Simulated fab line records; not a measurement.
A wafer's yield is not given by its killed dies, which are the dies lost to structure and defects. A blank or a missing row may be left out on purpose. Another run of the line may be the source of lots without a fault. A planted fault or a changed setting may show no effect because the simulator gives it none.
A single fault, viewed from 2 desks / flow n5 finfet / every desk sees just its own numbers, and what lay behind them comes last

## AT THE TOOL OWNER'S DESK: rie diel-05
The tool's own readings at N5_PMOS_HMC_CHANNEL_EPI_ETCH_32 (etches BARC in N2/H2, stops on SiO2, target depth 85.8 nm, time 50.3 s): means of the sampled wafers that have a number, for each lot that ran on this tool. A lot is out of limits, marked OUT, if its mean lies more than 4 standard deviations from the usual mean; the brackets give that distance.
Columns: A = drypump motor current A at N5_PMOS_HMC_CHANNEL_EPI_ETCH_32, usual 6.0 A; B = oes product au at N5_PMOS_HMC_CHANNEL_EPI_ETCH_32, usual 0.65 a.u.; C = rf vpp V at N5_PMOS_HMC_CHANNEL_EPI_ETCH_32, usual 523.5 V; D = showerhead plenum p Torr at N5_PMOS_HMC_CHANNEL_EPI_ETCH_32, usual 2.53 Torr; E = throttle valve pct at N5_PMOS_HMC_CHANNEL_EPI_ETCH_32, usual 17.94 %
lot=L106; first seen here=day 1 23:50; A=5.9; B=0.63; C=524.9; D=2.56; E=17.95
lot=L107; first seen here=day 2 05:56; A=5.8; B=0.63; C=522.1; D=2.50; E=18.08
lot=L123; first seen here=day 6 05:26; A=6.0; B=0.61; C=522.7; D=2.52; E=17.87
lot=L124; first seen here=day 6 11:36; A=5.5; B=0.62; C=521.2; D=2.48; E=18.05
This desk found nothing out of limits on any of the 4 lots.

## METROLOGY DESK
Means of the sampled wafers that have a number, per lot and without regard to the tool the lot ran on: this is what the gauges read. A lot is out of limits, marked OUT, if its mean lies more than 4 standard deviations from the usual mean; the brackets give that distance.
Columns: A = cd nm at N5_MIM_BOT_LITHO_CD_MEAS_08, usual 3000.0 nm
lot=L105; first seen here=day 11 23:33; A=2999.0
lot=L108; first seen here=day 12 18:43; A=2999.6
lot=L106; first seen here=day 13 01:28; A=3000.7
lot=L110; first seen here=day 13 07:37; A=3001.4
lot=L109; first seen here=day 13 08:24; A=2999.7
lot=L107; first seen here=day 13 17:28; A=3000.2
lot=L112; first seen here=day 14 17:51; A=2998.5
lot=L111; first seen here=day 15 01:52; A=3000.9
lot=L116; first seen here=day 15 02:03; A=2998.1
lot=L117; first seen here=day 15 16:07; A=2999.4
lot=L123; first seen here=day 18 01:41; A=2999.3
lot=L124; first seen here=day 18 15:47; A=3000.0
lot=L127; first seen here=day 19 09:47; A=3002.1
This desk found nothing out of limits on any of the 13 lots.

## BROUGHT TOGETHER
The tool owner's desk saw nothing out of limits.
At the metrology desk, nothing out of limits was observed.

## WHAT THE SIMULATOR HAD PUT IN
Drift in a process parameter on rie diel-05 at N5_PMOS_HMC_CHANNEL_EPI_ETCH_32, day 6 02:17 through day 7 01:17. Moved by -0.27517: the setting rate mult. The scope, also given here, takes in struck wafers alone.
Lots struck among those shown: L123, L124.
